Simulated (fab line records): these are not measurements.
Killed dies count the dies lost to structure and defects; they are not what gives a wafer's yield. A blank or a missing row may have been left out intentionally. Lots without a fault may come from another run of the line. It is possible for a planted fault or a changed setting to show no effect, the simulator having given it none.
Matching of chambers    flow nand_harc    NHARC_A_STAIRCASE_DESCUM_291 on rie_diel-11 has 3 sister chambers
The step chemistry O2, time 3 s. 18 wafers are shown with their chamber, then 6 later ones without.

## WAFERS PAIRED WITH THEIR CHAMBERS
wafer   chamber  drypump_motor_current_A (A)  showerhead_plenum_p_Torr (Torr)  throttle_valve_pct (%)
L074.4  2        5.4                          1.98                             11.292
L074.5  3        5.4                          1.77                             11.310
L074.6  0        6.5                          1.95                             11.299
L079.2  2        5.4                          1.98                             11.300
L079.5  0        6.5                          1.95                             11.302
L079.6  3        5.4                          1.77                             11.322
L077.1  2        5.4                          1.98                             11.320
L077.2  0        6.5                          1.95                             11.304
L077.6  0        6.5                          1.95                             11.300
L078.1  3        5.4                          1.77                             11.307
L078.2  0        6.5                          1.95                             11.313
L078.5  3        5.4                          1.77                             11.319
L083.1  2        5.4                          1.97                             11.319
L083.2  3        5.4                          1.77                             11.316
L083.5  3        5.4                          1.77                             11.313
L080.3  0        6.5                          1.94                             11.304
L080.5  2        5.4                          1.97                             11.302
L080.6  3        5.5                          1.76                             11.309

SIGNATURES (means of the wafers above)
reading                   chamber 0  chamber 2  chamber 3  scatter within a chamber
drypump_motor_current_A   6.500      5.400      5.414      0.0239
showerhead_plenum_p_Torr  1.9483     1.9760     1.7686     0.00439
throttle_valve_pct        11.30367   11.30660   11.31371   0.00783
Rule: for a wafer and a chamber, the distance is found by dividing, reading by reading, the gap between the wafer's reading and the chamber's mean by the reading's scatter, squaring, summing and taking the root. The wafer belongs to the nearest chamber; if the next one is less than 2 further off, it can't be placed. How the scatter is found: for the shown wafers, subtract from each reading the mean of its chamber, square and add these, divide the total by (wafers less chambers), then take the root.

## WAFERS MISSING THEIR CHAMBER
wafer   drypump_motor_current_A (A)  showerhead_plenum_p_Torr (Torr)  throttle_valve_pct (%)
L085.3  5.4                          1.97                             11.302
L085.6  5.4                          1.97                             11.312
L084.2  5.4                          1.76                             11.305
L084.3  5.4                          1.97                             11.310
L088.1  5.4                          1.96                             11.312
L088.4  5.4                          1.76                             11.293

## CHAMBER TAKEN BY EACH
wafer   from the rows above  in truth
L085.3  2                    2
L085.6  2                    2
L084.2  3                    3
L084.3  2                    2
L088.1  2                    2
L088.4  3                    3
Correct placement for 6 of the 6. Can't be placed from these rows: 0. Placed wrongly: 0.
